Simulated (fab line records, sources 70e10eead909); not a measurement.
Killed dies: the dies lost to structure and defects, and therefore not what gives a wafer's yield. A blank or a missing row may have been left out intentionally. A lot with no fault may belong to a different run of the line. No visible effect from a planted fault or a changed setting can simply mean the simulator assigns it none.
A struck lot beside a sound one ; flow nand-harc ; 28 steps out of a route of 1159
Sound: wafers L873.1, L873.2, L873.3. The struck wafers were L874.1, L874.3, L874.5. The cause comes at the end.
Order at every step that has rows: each side's tool, ch and its chambers, its first start. Under that, the readings that differ: sound wafers ; struck wafers ; difference of the means ; sigmas: that difference in standard deviations of wafers without a fault.
alike: same words and numbers on both sides, and readings whose means sit less than 2 such deviations apart. not compared: any withheld reading, any reading some wafer has no value for, any bound like >300 that may hide the same value, and any number with overlapping values for which the record gives no deviation.
A row with sigmas, a row that says differs or no value, or rows on one side alone: a step with any of these is where the two part. Numbers that have no deviation but don't overlap get no sigmas and don't part them. Lack of a reading on every wafer of one side parts them only where that side has two or more wafers.

first, 5 steps without rows for these wafers: NHARC_P_GATE_SOFTBAKE_06 (time 95 s); NHARC_P_GATE_EBR_07; NHARC_P_GATE_EXPOSE_08 (exposes mask P HV); NHARC_P_GATE_PEB_09 (peb time 85 s); NHARC_P_GATE_DEVELOP_10 (time 70 s).
NHARC_P_GATE_CD_MEAS_11: the cd target is 1640 nm.
  sound on cd-sem-03 ch 0, day 7 18:53; struck on cd-sem-03 ch 0, day 8 06:01
  alike: cd-nm
then, 1 step without rows for these wafers: NHARC_P_GATE_HARDBAKE_12 (time 80 s).
NHARC_P_GATE_DESCUM_13: chemistry O2, time 3 s.
  sound on rie-diel-05 ch 0,2,3, day 7 19:02; struck on rie-diel-05 ch 0,2,3, day 8 06:11
  alike: drypump-motor-current-A, oes-product-au, rf-vpp-V, showerhead-plenum-p-Torr, throttle-valve-pct
  not compared: rf-hours-counter-h
then, 4 steps without rows for these wafers: NHARC_P_GATE_ETCH_14 (etches SiO2 in dHF, target depth 48.8 nm); NHARC_P_GATE_STRIP_15 (strips in SPM, time 780 s); NHARC_P_GATE_PRECLEAN_71 (cleans in SC1); NHARC_P_GATE_SRD_72.
NHARC_P_GATE_OXIDE_16: material SiO2, target thk 3 nm, ox time 392 s.
  sound on furnace-01 ch 0, day 7 22:36; struck on furnace-07 ch 0, day 8 09:10
then, 1 step without rows for these wafers: NHARC_P_GATE_CVD_17 (deposits poly-Si, target thk 150 nm, time 900 s).
NHARC_P_GATE_HM_DEP_102: deposits aC, target thk 120 nm.
  sound on acl-dep-03 ch 0, day 8 09:18; struck on acl-dep-02 ch 0, day 8 19:59
  alike: throttle-valve-pct
NHARC_P_GATE_DEP_103: deposits SiON, target thk 30 nm.
  sound on pecvd-03 ch 0,1,2, day 8 09:57; struck on pecvd-02 ch 2, day 8 20:42
  alike: heater-power-w
  not compared: since-wet-clean-h
then, 8 steps without rows for these wafers: NHARC_P_GATE_DEHYDRATE_18 (time 120 s); NHARC_P_GATE_HMDS_19 (time 30 s); NHARC_P_GATE_COAT_20 (resist thk 90 nm); NHARC_P_GATE_SOFTBAKE_21 (time 55 s); NHARC_P_GATE_EBR_22; NHARC_P_GATE_EXPOSE_23 (exposes mask P GATE, target cd 120 nm); NHARC_P_GATE_PEB_24 (peb time 65 s); NHARC_P_GATE_DEVELOP_25 (develop time 35 s).
NHARC_P_GATE_CD_MEAS_26: the cd target is 120 nm.
  sound on cd-sem-03 ch 0, day 8 10:38; struck on cd-sem-02 ch 0, day 8 21:18
  alike: cd-nm
NHARC_P_GATE_OVL_MEAS_27:
  sound on overlay-02, day 8 10:43; struck on overlay-02, day 8 21:23
  alike: overlay-x-nm, overlay-y-nm
NHARC_P_GATE_INSPECT_28:
  sound on defect-inspect-01, day 8 10:46; struck on defect-inspect-01, day 8 21:35
reading;sound;struck;difference;sigmas
raw-defect-count;6 13 5;1272 1310 1324;+1294;+99 or more
  not compared: hold
following that, these wafers have no rows for 1 step: NHARC_END_SORT_01.

## WHERE THEY PART
Only at NHARC_P_GATE_INSPECT_28, as far as this record shows.

WHY: what the simulator had put in
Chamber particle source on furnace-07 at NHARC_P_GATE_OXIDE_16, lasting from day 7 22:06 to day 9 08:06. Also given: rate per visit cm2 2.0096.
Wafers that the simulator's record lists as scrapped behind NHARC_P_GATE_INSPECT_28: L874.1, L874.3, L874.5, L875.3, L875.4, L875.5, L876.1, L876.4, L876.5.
